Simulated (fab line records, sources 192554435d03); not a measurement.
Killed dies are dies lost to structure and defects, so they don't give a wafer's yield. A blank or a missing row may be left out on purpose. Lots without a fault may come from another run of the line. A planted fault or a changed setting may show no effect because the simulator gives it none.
Chamber matching | flow n5_finfet | N5_FIN_SAQP_ETCH_51 on rie_diel-04: 4 sister chambers
The step etches SiARC in CF4, target depth 45.5 nm, time 75.8 s. 14 wafers are shown with their chamber, then 7 later ones without.

WAFERS WITH THEIR CHAMBER
wafer  | chamber | showerhead_plenum_p_Torr (Torr) | drypump_motor_current_A (A) | etch_rf_on_time_s (s)
L081.2 | 1       | 2.09                            | 5.9                         | 75.4
L081.3 | 3       | 2.07                            | 5.1                         | 72.8
L081.6 | 3       | 2.06                            | 5.1                         | 72.9
L086.1 | 0       | 2.29                            | 5.5                         | 75.7
L086.4 | 1       | 2.09                            | 5.9                         | 75.6
L086.5 | 2       | 2.28                            | 5.1                         | 70.3
L087.1 | 2       | 2.28                            | 5.1                         | 71.9
L087.4 | 1       | 2.09                            | 5.8                         | 76.7
L087.5 | 3       | 2.06                            | 5.0                         | 73.8
L089.3 | 2       | 2.28                            | 5.1                         | 71.6
L089.4 | 0       | 2.29                            | 5.6                         | 76.5
L089.6 | 3       | 2.06                            | 5.0                         | 73.0
L090.4 | 0       | 2.29                            | 5.5                         | 76.1
L090.5 | 2       | 2.28                            | 5.1                         | 71.4

SIGNATURES (means of the wafers above)
reading                  | chamber 0 | chamber 1 | chamber 2 | chamber 3 | scatter within a chamber
showerhead_plenum_p_Torr | 2.2900    | 2.0900    | 2.2800    | 2.0625    | 0.00274
drypump_motor_current_A  | 5.533     | 5.867     | 5.100     | 5.050     | 0.0483
etch_rf_on_time_s        | 76.100    | 75.900    | 71.300    | 73.125    | 0.582
Rule: a wafer's distance from a chamber is the root of the sum, over the readings, of the square of ((its reading less the chamber's mean) divided by the reading's scatter). The wafer belongs to the nearest chamber; if the next one is less than 2 further off, it can't be placed. The scatter: the root of (the sum of the squares of (reading less its chamber's mean) over the shown wafers, divided by (wafers less chambers)).

WAFERS WITHOUT THEIR CHAMBER
wafer  | showerhead_plenum_p_Torr (Torr) | drypump_motor_current_A (A) | etch_rf_on_time_s (s)
L090.6 | 2.09                            | 5.8                         | 77.0
L093.1 | 2.27                            | 5.1                         | 71.1
L093.5 | 2.27                            | 5.1                         | 70.9
L093.6 | 2.09                            | 5.8                         | 77.1
L095.1 | 2.09                            | 5.8                         | 76.0
L095.3 | 2.05                            | 5.1                         | 71.6
L095.5 | 2.09                            | 5.8                         | 75.5

WHICH CHAMBER EACH WENT THROUGH
wafer  | from the rows above | in truth
L090.6 | 1                   | 1
L093.1 | 2                   | 2
L093.5 | 2                   | 2
L093.6 | 1                   | 1
L095.1 | 1                   | 1
L095.3 | 3                   | 3
L095.5 | 1                   | 1
Placed correctly: 7 of 7. Can't be placed from these rows: 0. Placed wrongly: 0.
